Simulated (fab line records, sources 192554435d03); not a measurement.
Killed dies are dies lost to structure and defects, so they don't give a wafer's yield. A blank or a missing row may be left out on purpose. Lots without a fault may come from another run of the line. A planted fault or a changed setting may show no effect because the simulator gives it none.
Split-lot experiment | flow n5_finfet | 7 lots, 39 wafers read, on a route of 1938 steps

THE SPLIT
At N5_BEOL_M6_DEP_56 (deposits SiCN from 3MS/NH3, target thk 10 nm, time 17.5 s), the setting time_s was moved away from the recipe's 17.5 s on 15 of the 39 wafers read, by -38.8% to +33.2%. The other wafers ran this setting at the recipe's value.

The reading is taken at the split's own step.

THE READING
SiCN_of_BEOL_M6_DEP_56.thk_nm (the simulator's own value, which no gauge read), in nm, at N5_BEOL_M6_DEP_56 (deposits SiCN from 3MS/NH3, target thk 10 nm, time 17.5 s). The file gives no usual value for it. The 24 wafers here that ran the recipe average 10.1 nm, standard deviation 0.21 nm.

wafer  | tool, chamber at the split | time_s as run, s | against the recipe | SiCN_of_BEOL_M6_DEP_56.thk_nm, nm | against lot-mates on the recipe
L077.1 | pecvd-01, 0                | 13.92            | -20.5%             | 7.8                               | -2.3
L077.2 | pecvd-01, 1                | 17.5             | recipe             | 10                                | -
L077.3 | pecvd-01, 2                | 17.5             | recipe             | 10.2                              | -
L077.4 | pecvd-01, 2                | 17.5             | recipe             | 10.2                              | -
L077.5 | pecvd-01, 0,1              | 13.92            | -20.5%             | 8                                 | -2.1
L077.6 | pecvd-01, 0,1              | 13.92            | -20.5%             | 8                                 | -2.1
L085.1 | pecvd-04, 0                | 17.5             | recipe             | 9.8                               | -
L085.6 | pecvd-04, 0                | 17.5             | recipe             | 9.8                               | -
L085.2 | pecvd-04, 2,1,1            | 17.5             | recipe             | 10                                | -
L085.3 | pecvd-04, 2,1,1            | 17.5             | recipe             | 10                                | -
L085.4 | pecvd-04, 2,1,1            | 17.5             | recipe             | 10                                | -
L085.5 | pecvd-04, 2                | 17.5             | recipe             | 10.2                              | -
L084.1 | pecvd-04, 2,1              | 10.71            | -38.8%             | 6.4                               | -3.8
L084.6 | pecvd-04, 2,1              | 10.71            | -38.8%             | 6.4                               | -3.8
L084.2 | pecvd-04, 1                | 17.5             | recipe             | 10.2                              | -
L084.3 | pecvd-04, 0                | 17.5             | recipe             | 10                                | -
L084.4 | pecvd-04, 0                | 10.71            | -38.8%             | 6.2                               | -4.0
L084.5 | pecvd-04, 2                | 17.5             | recipe             | 10.4                              | -
L088.1 | pecvd-04, 1,0              | 17.5             | recipe             | 10.2                              | -
L088.3 | pecvd-04, 1,0              | 17.5             | recipe             | 10.2                              | -
L088.2 | pecvd-04, 2,2,1            | 23.31            | +33.2%             | 13.6                              | +3.3
L088.4 | pecvd-04, 2,2,1            | 23.31            | +33.2%             | 13.6                              | +3.3
L088.6 | pecvd-04, 2,2,1            | 23.31            | +33.2%             | 13.6                              | +3.3
L088.5 | pecvd-04, 0                | 17.5             | recipe             | 10.4                              | -
L092.1 | pecvd-01, 0                | 17.5             | recipe             | 9.8                               | -
L092.2 | pecvd-01, 2,1,1            | 12.53            | -28.4%             | 7.4                               | -2.7
L092.3 | pecvd-01, 2,1,1            | 12.53            | -28.4%             | 7.4                               | -2.7
L092.5 | pecvd-01, 2,1,1            | 12.53            | -28.4%             | 7.4                               | -2.7
L092.4 | pecvd-01, 0                | 17.5             | recipe             | 10.2                              | -
L092.6 | pecvd-01, 2                | 17.5             | recipe             | 10.4                              | -
L091.1 | pecvd-04, 0                | 17.5             | recipe             | 10                                | -
L091.5 | pecvd-04, 0                | 17.5             | recipe             | 10.2                              | -
L091.6 | pecvd-04, 2                | 17.5             | recipe             | 10.4                              | -
L093.1 | pecvd-02, 0                | 14.25            | -18.6%             | 7.6                               | -2.3
L093.2 | pecvd-02, 1                | 14.25            | -18.6%             | 8                                 | -1.9
L093.3 | pecvd-02, 2                | 17.5             | recipe             | 10                                | -
L093.4 | pecvd-02, 2                | 17.5             | recipe             | 10                                | -
L093.5 | pecvd-02, 1                | 14.25            | -18.6%             | 8.2                               | -1.7
L093.6 | pecvd-02, 0                | 17.5             | recipe             | 9.6                               | -
Where a row lists several chambers, the file gives one row for several wafers and doesn't say which wafer went through which chamber.

THE FIT
A straight line over all 39 wafers: SiCN_of_BEOL_M6_DEP_56.thk_nm changes by +0.101 nm for each +1% of time_s; r = +0.99; the points scatter about the line by 0.22 nm.
The same after taking each lot's own level away (the mean of its wafers on the recipe; 39 wafers): +0.1 nm for each +1%; r = +1.00; scatter 0.16 nm.
On that fit, the largest move of time_s shifts the reading by 3.9 nm.
The lots' own levels span 9.87 to 10.27 nm, that is 1.9 times the standard deviation above.
So the lot-to-lot level changes the slope little: the two slopes agree.
Check: with one of the wafers moved furthest among these (-38.8%) left out of the fit, the line predicts -3.91 nm for it against its lot-mates. It came out at -3.8 nm against them.

OTHER SPLITS ON THESE WAFERS
These wafers also went through other splits before the reading. Each is held against what the fit with the lots' levels taken away leaves over:
other split on the same wafers                  | wafers away from the commonest value | r with SiCN_of_BEOL_M6_DEP_56.thk_nm (lot level and that fit taken away)
N5_FIN_CUT_CUT_ETCH_15 time_s                   | 15                                   | -0.20
N5_SD_EPI_N_EPI_21 epi_growth_time_s            | 15                                   | +0.03
N5_HKMG_FIN_ALD_75 target_thk_a                 | 15                                   | +0.08
N5_MOL_CONTACT_COAG_ETCHBACK_136 target_depth_a | 15                                   | -0.02
N5_BEOL_M3_ETCH_41 target_depth_a               | 12                                   | -0.02

THE FILE'S OWN FIT
SiCN_of_BEOL_M6_DEP_56.thk_nm changes by +0.1 nm for each +1% of time_s, r = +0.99.
